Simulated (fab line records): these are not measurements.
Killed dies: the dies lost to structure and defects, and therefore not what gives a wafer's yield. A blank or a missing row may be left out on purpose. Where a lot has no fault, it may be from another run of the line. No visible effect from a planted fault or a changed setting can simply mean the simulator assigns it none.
Comparing a struck lot with a sound one -- flow nandHarc -- 18 steps out of a route of 1302
Sound: the wafers L605.1, L605.2, L605.6. Struck: wafers L599.5, L599.6 (left out: L599.1, a lot-mate that was not struck); the cause follows at the end.
At each step with rows: each side's tool, then ch and its chambers, then its first start. Under that, the readings that differ: sound wafers -- struck wafers -- difference of the means -- sigmas: that difference in standard deviations of wafers without a fault.
alike: same words and numbers on both sides, and readings whose means sit less than 2 such deviations apart. not compared: any withheld reading, any reading some wafer has no value for, any bound like >300 that may hide the same value, and any number with overlapping values for which the record gives no deviation.
Wherever a step has rows on one side only, a row that says differs or no value, or a row with sigmas, the two part there. When numbers do not overlap yet have no deviation, they are printed without sigmas and do not part them. A reading missing from all wafers of one side parts the sides only when that side holds two or more wafers.

NHARC_A_SGD_CUT_CD_MEAS_09: the cd target is 100 nm.
  sound on cdSem-01 ch 0, day 27 07:07; struck on cdSem-01 ch 0, day 24 01:26
  alike: cdNm
NHARC_A_SGD_CUT_OVL_MEAS_10:
  struck on overlay-01, day 24 01:32; sound on overlay-01, day 27 07:13
  alike: overlayXNm, overlayYNm
NHARC_A_SGD_CUT_INSPECT_11:
  struck on defectInspect-01, day 24 01:34; sound on defectInspect-02, day 27 07:15
  alike: rawDefectCount
then, 1 step without rows for these wafers: NHARC_A_SGD_CUT_DESCUM_14 (chemistry O2, time 3 s).
NHARC_A_SGD_CUT_ETCH_58: etches the open film in CF4, target depth 39 nm, time 65 s.
  sound on rieDiel-07 ch 1,2,3, day 27 07:25; struck on rieDiel-04 ch 0,1, day 24 01:44
  alike: drypumpMotorCurrentA, oesProductAu, rfVppV, showerheadPlenumPTorr, throttleValvePct
  not compared: rfHoursCounterH
NHARC_A_SGD_CUT_ETCH_59: etches the open film in N2/H2, target depth 260 nm, time 406.25 s.
  sound: rieDiel-07 ch 0,2,3; struck: rieDiel-04 ch 0,1
  alike: drypumpMotorCurrentA, h2FlowSccm, oesProductAu, rfVppV, showerheadPlenumPTorr, throttleValvePct
  not compared: rfHoursCounterH
NHARC_A_SGD_CUT_ETCH_15: etches the open film in CH3F/O2, target depth 75 nm, time 64.3 s.
  sound: rieDiel-07 ch 0,1,3; struck: rieDiel-04 ch 1,2
  alike: ch3fFlowSccm, drypumpMotorCurrentA, o2FlowSccm, oesProductAu, rfVppV, showerheadPlenumPTorr, throttleValvePct
  not compared: rfHoursCounterH
NHARC_A_SGD_CUT_ETCH_16: etches the open film in C4F8/O2/Ar, target depth 310.5 nm, time 155.2 s.
  sound: rieDiel-07 ch 0,2; struck: rieDiel-04 ch 1,2
  alike: oesProductAu, rfVppV
  not compared: rfHoursCounterH
then, 1 step without rows for these wafers: NHARC_A_SGD_CUT_STRIP_60 (strips in C4F8/O2/Ar).
NHARC_A_SGD_CUT_STRIP_17: strips in O2.
  sound: rieDiel-07 ch 2,3; struck: rieDiel-04 ch 0,1
  alike: drypumpMotorCurrentA, o2FlowSccm, oesProductAu, rfVppV, showerheadPlenumPTorr, throttleValvePct
  not compared: rfHoursCounterH
then, 2 steps without rows for these wafers: NHARC_A_SGD_CUT_PRECLEAN_18 (cleans in SC1); NHARC_A_SGD_CUT_SRD_19.
NHARC_A_SGD_CUT_DEP_20: deposits SiO2, target thk 150 nm.
  sound on fcvd-01 ch 0,1, day 27 08:26; struck on fcvd-02 ch 0,1, day 24 02:46
then, 2 steps without rows for these wafers: NHARC_A_SGD_CUT_ANNEAL_27 (time 1800 s); NHARC_A_SGD_CUT_CMP_21 (polishes, target thk 148.19 nm).
NHARC_A_SGD_CUT_THK_MEAS_22: measures by ellipsometry.
  struck on filmMetro-02, day 24 09:28; sound on filmMetro-01, day 27 13:42
reading,sound,struck,difference,sigmas
thkNm (nm),149.5 149.1 145.9,129.3 130.1,-18.5,-12
next, for these wafers, 1 step has no rows: NHARC_A_SGD_CUT_SRD_23.
-- record jumps: 5 days between struck wafers' starts before vs after; left off in module A_SGD_CUT, resumes in module END, first step shown is number 1302 of the route --
NHARC_END_SORT_01:
  sound on prober-01 ch 0, day 32 13:06; struck on prober-02 ch 0, day 29 18:45
  alike: killedAtArray, killedAtOther, killedAtPeriphery, killedDies, killedOpen, killedShort

== WHERE THEY PART ==
NHARC_A_SGD_CUT_THK_MEAS_22 only, going by this record. Later steps at which nothing parts them and some readings are alike: NHARC_END_SORT_01.

WHY: what had been put in by the simulator
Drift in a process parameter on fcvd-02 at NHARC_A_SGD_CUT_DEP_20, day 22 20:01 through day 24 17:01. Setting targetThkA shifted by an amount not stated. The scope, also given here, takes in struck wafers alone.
